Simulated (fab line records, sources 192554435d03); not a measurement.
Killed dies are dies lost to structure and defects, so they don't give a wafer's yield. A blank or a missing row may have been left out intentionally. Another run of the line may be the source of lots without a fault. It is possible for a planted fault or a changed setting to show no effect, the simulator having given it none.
Which tool was responsible? ; flow n5Finfet ; 11 lots with 31 wafers sampled at 4 steps, on a route of 1938 steps

## WHAT THE GAUGES SHOWED, per wafer
N5_BEOL_M8_OVL_MEAS_12.
lot;measured;on;M8_OVL (nm)
L986;day 9 01:44;overlay-02;0.1 0.4 0.5
L989;day 9 21:33;overlay-02;-0.7 0.9
L991;day 10 00:22;overlay-02;1.1 -0.6 0.4
L992;day 10 20:43;overlay-01;-1.1 0.8 -1.1
L994;day 11 22:52;overlay-01;-0.2 0.2 -1.2
L997;day 12 18:07;overlay-02;-1.1 -1.3 -1.7
L101;day 13 13:37;overlay-01;-0.7 -1.2 -1.3
L103;day 13 16:03;overlay-02;-0.6 -0.6
L105;day 14 10:33;overlay-01;-0.1 0.5 -1.0
L107;day 15 05:43;overlay-01;-1.0 0.3 -0.6
L109;day 15 13:16;overlay-01;-1.3 -0.6 -0.9

N5_BEOL_M8_CD_MEAS_35 targets a cd of 40 nm.
lot;measured;on;cdNm (nm)
L986;day 9 10:35;cdSem-02;40.0 39.2 39.7
L989;day 9 23:14;cdSem-02;39.3 39.1
L991;day 10 01:55;cdSem-02;40.0 39.3 39.4
L992;day 11 00:08;cdSem-03;39.6 40.3 40.0
L994;day 12 03:19;cdSem-03;39.3 38.9 39.5
L997;day 12 22:40;cdSem-02;39.5 40.5 39.9
L101;day 13 15:26;cdSem-03;40.4 40.7 40.8
L103;day 13 18:52;cdSem-01;39.5 40.3
L105;day 14 12:38;cdSem-02;40.7 39.8 38.5
L107;day 15 08:11;cdSem-01;39.5 39.9 40.2
L109;day 15 17:15;cdSem-01;39.6 40.2 39.7

## EACH LOT AND THE TOOL THAT RAN IT (in order: tool; ch and the chambers of the sampled wafers; start)
lot;N5_BEOL_M8_ETCH_61;N5_BEOL_M8_ETCH_65
L986;rieDiel-05 ch 1,2, day 9 02:19;rieDiel-05 ch 2,3, day 9 10:04
L989;rieDiel-01 ch 1,3, day 9 21:38;rieDiel-02 ch 1,3, day 9 22:41
L991;rieDiel-01 ch 0,3, day 10 00:28;rieDiel-05 ch 1,2,3, day 10 01:23
L992;rieDiel-02 ch 0,1,2, day 10 20:49;rieDiel-05 ch 0,3, day 10 23:37
L994;rieDiel-05 ch 0,1, day 11 23:05;rieDiel-05 ch 0,1,2, day 12 02:47
L997;rieDiel-01 ch 1,3, day 12 18:13;rieDiel-05 ch 0,1,3, day 12 22:08
L101;rieDiel-05 ch 1,3, day 13 13:43;rieDiel-05 ch 1,2, day 13 14:55
L103;rieDiel-05 ch 1,2, day 13 16:08;rieDiel-05 ch 1,2, day 13 18:20
L105;rieDiel-02 ch 0,1,2, day 14 10:39;rieDiel-02 ch 0,1, day 14 12:07
L107;rieDiel-02 ch 0,3, day 15 06:15;rieDiel-01 ch 0,1, day 15 07:39
L109;rieDiel-05 ch 1,2, day 15 13:39;rieDiel-02 ch 0,2, day 15 16:33
- N5_BEOL_M8_ETCH_61: etches SiARC in CF4, target depth 45.5 nm, time 75.8 s.
- N5_BEOL_M8_ETCH_65: etches SiARC in CF4, target depth 15.6 nm, time 26 s.

## WHAT THE TOOLS THEMSELVES READ (means of the sampled wafers that have a number; where no wafer has one, the mark that the record gives instead)
N5_BEOL_M8_ETCH_61.
lot;tool;cf4FlowSccm (sccm);drypumpMotorCurrentA (A);etchRfOnTimeS (s);oesProductAu (a.u.);rfFwdPowerW (W);rfVppV (V);showerheadPlenumPTorr (Torr);throttleValvePct (%)
L986;rieDiel-05;100.0;6.0;75.0;0.70;540.8;183.4;2.12;15.52
L989;rieDiel-01;100.2;6.2;77.2;0.68;542.0;184.2;2.16;15.84
L991;rieDiel-01;100.0;5.8;73.4;0.79;539.0;184.3;2.22;15.54
L992;rieDiel-02;99.9;5.9;75.1;0.66;540.2;184.4;2.14;15.61
L994;rieDiel-05;100.3;5.8;74.3;0.73;537.0;183.6;2.11;15.47
L997;rieDiel-01;100.1;6.1;73.6;0.77;540.1;183.9;2.16;15.64
L101;rieDiel-05;99.9;6.0;76.9;0.62;540.3;184.4;2.17;15.66
L103;rieDiel-05;99.7;5.9;76.6;0.68;540.0;183.1;2.11;15.57
L105;rieDiel-02;100.0;5.9;75.2;0.64;539.9;183.8;2.13;15.66
L107;rieDiel-02;100.0;6.4;75.7;0.61;541.5;183.2;2.09;15.68
L109;rieDiel-05;99.4;6.0;74.2;0.82;540.4;183.5;2.11;15.33

N5_BEOL_M8_ETCH_65.
lot;tool;cf4FlowSccm (sccm);drypumpMotorCurrentA (A);etchRfOnTimeS (s);oesProductAu (a.u.);rfFwdPowerW (W);rfVppV (V);showerheadPlenumPTorr (Torr);throttleValvePct (%)
L986;rieDiel-05;99.85;5.6;26.1;0.80;530.6;184.8;2.16;15.45
L989;rieDiel-02;100.34;6.0;25.4;0.62;530.6;184.6;2.12;15.66
L991;rieDiel-05;100.04;5.8;26.1;0.71;532.7;184.1;2.17;15.53
L992;rieDiel-05;99.61;5.6;25.8;0.78;529.9;184.5;2.16;15.45
L994;rieDiel-05;100.22;5.8;26.0;0.73;531.0;182.9;2.11;15.48
L997;rieDiel-05;100.23;5.8;26.1;0.68;533.2;183.9;2.16;15.57
L101;rieDiel-05;99.68;5.9;22.9;0.77;619.2;175.0;2.11;15.54
L103;rieDiel-05;99.88;6.0;23.8;0.72;600.3;177.2;2.11;15.56
L105;rieDiel-02;100.16;5.6;25.4;0.61;531.6;183.4;2.09;15.75
L107;rieDiel-01;99.82;5.9;25.9;0.75;532.5;184.9;2.21;15.64
L109;rieDiel-02;99.77;6.1;25.8;0.65;530.8;184.1;2.11;15.63

## THE ANSWER, worked out from the rows above alone
Rule: the lots themselves supply what counts as usual. Put in order of their means at a reading, lots are off if they are a third of the lots or fewer, leave a main group of 4 or more, and stand apart from it by a gap of 3 or more times the standard deviation of the main group's means; of several such gaps the widest counts. Not used: any main group whose means are identical at the precision the tables above print for the reading. A lot without any number at a reading at which 4 lots or more have one is off too. All remaining lots with rows at the step are treated as sound. Order of review: gauges by route order, followed by the tools' own readings, for which a lot's mean as printed above is used. At the first step where some lot is off, the reading lying furthest off is the one used; lots without a number count as furthest.
Off, at N5_BEOL_M8_ETCH_65 on rfFwdPowerW: L101, L103. For the main group the mean is 531.4 W and the standard deviation 1.1.
A tool fits if, at that step or a process step before it, it ran every lot that is off, and no sound lot after the first of them. One fits: N5_BEOL_M8_ETCH_65 on rieDiel-05. A fault onset in the window from L997 (day 12 22:08, its last sound lot) to L101 (day 13 14:55, its first lot off) fits.
The tool's own readings at N5_BEOL_M8_ETCH_65 bear it out: on the lots that are off they differ by more than 5 times the standard deviation of the sound lots' means. etchRfOnTimeS reads 23.4 s there against 25.8 s on the sound lots; rfFwdPowerW reads 609.8 W there against 531.4 W on the sound lots; rfVppV reads 176.1 V there against 184.1 V on the sound lots.

## WHAT THE SIMULATOR HAD PUT IN
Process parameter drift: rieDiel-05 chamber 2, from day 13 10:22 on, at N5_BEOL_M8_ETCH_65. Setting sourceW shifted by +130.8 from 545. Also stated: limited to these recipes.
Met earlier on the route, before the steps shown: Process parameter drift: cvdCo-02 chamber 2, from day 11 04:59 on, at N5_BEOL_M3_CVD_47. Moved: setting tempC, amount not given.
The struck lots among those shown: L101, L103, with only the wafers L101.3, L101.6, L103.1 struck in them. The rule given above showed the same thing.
